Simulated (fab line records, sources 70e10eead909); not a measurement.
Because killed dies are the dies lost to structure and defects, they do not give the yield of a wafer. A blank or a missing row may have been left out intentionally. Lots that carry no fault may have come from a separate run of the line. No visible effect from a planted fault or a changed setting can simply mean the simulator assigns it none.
Comparing a struck lot with a sound one    flow nand harc    43 out of 1302 route steps
Sound: the wafers L782.3, L782.4, L782.6. Wafers L788.1, L788.2, L788.4 were the ones struck. At the end, the cause is stated.
Order at every step that has rows: each side's tool, ch and its chambers, its first start. Under that, the readings that differ: sound wafers    struck wafers    difference of the means    sigmas: that difference in standard deviations of wafers without a fault.
alike: readings whose means differ by less than 2 such deviations, and words and numbers that are the same on both sides. not compared: withheld readings, readings that some wafer has no value for, bounds like >300 that may hide the same value, and numbers for which the record gives no deviation and whose values overlap.
A row with sigmas, a row that says differs or no value, or rows on one side alone: a step with any of these is where the two part. Numbers that don't overlap but have no deviation are shown without sigmas and don't part them. A reading that every wafer of one side lacks parts them only if that side has two wafers or more.

first, 4 steps without rows for these wafers: NHARC_A_CONTACT_EBR_38; NHARC_A_CONTACT_EXPOSE_39 (exposes mask A CC 3); NHARC_A_CONTACT_PEB_40 (peb time 65 s); NHARC_A_CONTACT_DEVELOP_41 (develop time 35 s).
NHARC_A_CONTACT_CD_MEAS_42: the cd target is 300 nm.
  sound on cd sem-02 ch 0, day 21 06:16; struck on cd sem-02 ch 0, day 23 18:44
  alike: cd nm
NHARC_A_CONTACT_OVL_MEAS_43:
  sound on overlay-02, day 21 06:22; struck on overlay-01, day 23 18:50
  alike: overlay x nm, overlay y nm
NHARC_A_CONTACT_INSPECT_44:
  sound on defect inspect-01, day 21 06:23; struck on defect inspect-01, day 23 18:52
  alike: raw defect count
then, 2 steps without rows for these wafers: NHARC_A_CONTACT_DESCUM_47 (chemistry O2, time 3 s); NHARC_A_CONTACT_ETCH_48 (etches the open film in CF4, target depth 39 nm, time 65 s).
NHARC_A_CONTACT_ETCH_49: etches the open film in N2/H2, target depth 260 nm, time 475.3 s.
  sound: rie diel-13 ch 0,1,2; struck: rie diel-13 ch 0,2,3
  alike: drypump motor current A, oes product au, rf vpp V, showerhead plenum p Torr, throttle valve pct
  not compared: rf hours counter h
then, 2 steps without rows for these wafers: NHARC_A_CONTACT_ETCH_50 (etches the open film in CF4/CHF3, target depth 121 nm, time 60.5 s); NHARC_A_CONTACT_ETCH_51 (etches the open film in O2/COS, target depth 7000 nm, time 1820 s).
NHARC_A_CONTACT_ETCH_111: etches the open film in C4F8/O2/Ar, time 140 s, target depth 700 nm.
  sound on har cap etch-01 ch 0,1, day 21 08:20; struck on har cap etch-03 ch 0,1, day 23 20:45
  not compared: rf hours counter h
NHARC_A_CONTACT_ETCH_112: etches the open film in C4F8/O2/Ar, time 190 s, target depth 1850 nm.
  sound on har cap etch-01 ch 0,1, day 21 08:32; struck on har cap etch-03 ch 0,1, day 23 20:57
  not compared: rf hours counter h
then, 3 steps without rows for these wafers: NHARC_A_CONTACT_ETCH_113 (etches the open film in C4F8/O2/Ar, time 190 s, target depth 1850 nm); NHARC_A_CONTACT_ETCH_114 (etches the open film in C4F8/O2/Ar, time 190 s, target depth 1850 nm); NHARC_A_CONTACT_ETCH_115 (etches the open film in C4F8/O2/Ar, time 190 s, target depth 1850 nm).
NHARC_A_CONTACT_ETCH_116: etches the open film in C4F8/O2/Ar, time 190 s, target depth 1850 nm.
  sound on har cap etch-01 ch 0,1, day 21 09:13; struck on har cap etch-03 ch 0,1, day 23 21:38
  not compared: rf hours counter h
then, 9 steps without rows for these wafers: NHARC_A_CONTACT_ETCH_117 (etches the open film in C4F8/O2/Ar, time 190 s, target depth 1850 nm); NHARC_A_CONTACT_ETCH_118 (etches the open film in C4F8/O2/Ar, time 190 s, target depth 1850 nm); NHARC_A_CONTACT_ETCH_119 (etches the open film in C4F8/O2/Ar, time 190 s, target depth 1850 nm); NHARC_A_CONTACT_ETCH_120 (etches the open film in C4F8/O2/Ar, time 190 s, target depth 1850 nm); NHARC_A_CONTACT_ETCH_121 (etches the open film in C4F8/O2/Ar, time 190 s, target depth 1850 nm); NHARC_A_CONTACT_ETCH_122 (etches the open film in C4F8/O2/Ar, time 190 s, target depth 1850 nm); NHARC_A_CONTACT_ETCH_123 (etches the open film in C4F8/O2/Ar, time 490 s, target depth 2110 nm); NHARC_A_CONTACT_ETCH_90 (etches the open film in CH3F/O2, target depth 40 nm, time 85.7 s); NHARC_A_CONTACT_ETCH_96 (etches the open film in C4F6/O2, target depth 20 nm, time 10 s).
NHARC_A_CONTACT_CD_MEAS_53:
  sound on cd sem-01, day 21 11:34; struck on cd sem-03, day 24 00:01
  alike: cd nm
then, 4 steps without rows for these wafers: NHARC_A_CONTACT_STRIP_99 (strips in N2/H2); NHARC_A_CONTACT_STRIP_100 (strips in CF4/CHF3); NHARC_A_CONTACT_STRIP_101 (strips in O2/COS); NHARC_A_CONTACT_ETCH_102 (etches the open film in CF4/O2, target depth 100 nm, overetch 10 nm, time 55 s).
NHARC_A_CONTACT_STRIP_55: strips in O2.
  sound: rie diel-04 ch 2,3; struck: rie diel-04 ch 0,3
  alike: drypump motor current A, oes product au, rf vpp V, showerhead plenum p Torr, throttle valve pct
  not compared: rf hours counter h
then, 2 steps without rows for these wafers: NHARC_A_CONTACT_STRIP_56 (strips in post etch residue remover, time 600 s); NHARC_A_CONTACT_DEP_57 (deposits aC, target thk 5300 nm).
NHARC_A_CONTACT_DEP_58: deposits SiON, target thk 90 nm.
  sound on pecvd-03 ch 1,2, day 21 16:04; struck on pecvd-02 ch 0,1,2, day 24 04:34
  alike: heater power w
then, 6 steps without rows for these wafers: NHARC_A_CONTACT_DEHYDRATE_59 (time 120 s); NHARC_A_CONTACT_HMDS_60 (time 30 s); NHARC_A_CONTACT_COAT_61 (time 75 s); NHARC_A_CONTACT_COAT_62 (time 65 s); NHARC_A_CONTACT_COAT_63 (resist thk 90 nm); NHARC_A_CONTACT_SOFTBAKE_64 (time 55 s).
-- record jumps: 3 days between struck wafers' starts before vs after; left off in module A_CONTACT, resumes in module END, first step shown is number 1302 of the route --
NHARC_END_SORT_01:
  sound on prober-02 ch 0, day 24 09:17; struck on prober-01 ch 0, day 26 18:08
reading          sound     struck       difference  sigmas
killed at array  76 71 75  142 120 134  +58         +3
killed dies      78 74 80  144 123 137  +57         +3
killed open      4 5 7     1 0 2        -4          -2
  alike: killed at other, killed at periphery, killed short

WHERE THEY PART
Only at NHARC_END_SORT_01, within this record.

WHY: what had been put in by the simulator
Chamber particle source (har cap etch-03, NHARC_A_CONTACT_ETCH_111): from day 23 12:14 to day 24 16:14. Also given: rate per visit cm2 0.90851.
